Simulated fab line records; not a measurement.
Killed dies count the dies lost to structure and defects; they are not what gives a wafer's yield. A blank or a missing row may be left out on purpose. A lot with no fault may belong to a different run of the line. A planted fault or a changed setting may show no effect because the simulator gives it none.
Matching of chambers + flow nand-harc + NHARC_A_STAIRCASE_TRIM_12 on rie-diel-13 has 4 sister chambers
The step chemistry O2, time 211.2 s. 8 wafers are shown with their chamber, then 11 later ones without.

## EACH WAFER AND ITS CHAMBER
| wafer  | chamber | showerhead-plenum-p-Torr (Torr) | drypump-motor-current-A (A) |
|--------|---------|---------------------------------|-----------------------------|
| L090.3 | 3       | 3.67                            | 5.0                         |
| L090.4 | 1       | 3.55                            | 6.4                         |
| L089.3 | 2       | 3.63                            | 5.9                         |
| L089.5 | 0       | 3.29                            | 6.1                         |
| L091.1 | 1       | 3.54                            | 6.4                         |
| L091.2 | 2       | 3.63                            | 6.0                         |
| L091.5 | 3       | 3.67                            | 5.1                         |
| L093.1 | 0       | 3.29                            | 6.1                         |

## WAFERS WITHOUT THEIR CHAMBER
| wafer  | showerhead-plenum-p-Torr (Torr) | drypump-motor-current-A (A) |
|--------|---------------------------------|-----------------------------|
| L093.3 | 3.66                            | 5.0                         |
| L093.5 | 3.63                            | 6.0                         |
| L095.1 | 3.66                            | 5.0                         |
| L095.2 | 3.29                            | 6.2                         |
| L095.5 | 3.54                            | 6.4                         |
| L096.1 | 3.62                            | 6.0                         |
| L096.2 | 3.28                            | 6.1                         |
| L096.3 | 3.54                            | 6.4                         |
| L097.2 | 3.54                            | 6.4                         |
| L097.3 | 3.66                            | 5.1                         |
| L097.6 | 3.62                            | 6.0                         |

## EACH ONE'S CHAMBER
| wafer  | from the rows above | in truth |
|--------|---------------------|----------|
| L093.3 | 3                   | 3        |
| L093.5 | 2                   | 2        |
| L095.1 | 3                   | 3        |
| L095.2 | 0                   | 0        |
| L095.5 | 1                   | 1        |
| L096.1 | 2                   | 2        |
| L096.2 | 0                   | 0        |
| L096.3 | 1                   | 1        |
| L097.2 | 1                   | 1        |
| L097.3 | 3                   | 3        |
| L097.6 | 2                   | 2        |
Correct placement for 11 of the 11. Number that these rows cannot place: 0. Placed wrongly: 0.
How it was worked out, from the rows above alone: a wafer's distance from a chamber is the root of the sum, over the readings, of the square of ((its reading less the chamber's mean) divided by the reading's scatter). The wafer belongs to the nearest chamber; if the next one is less than 2 further off, it can't be placed. For every chamber, the mean is computed from those of its wafers that are shown. The scatter is the square root of a quotient: the sum, over the shown wafers, of each reading's squared deviation from its chamber's mean, divided by wafers minus chambers.
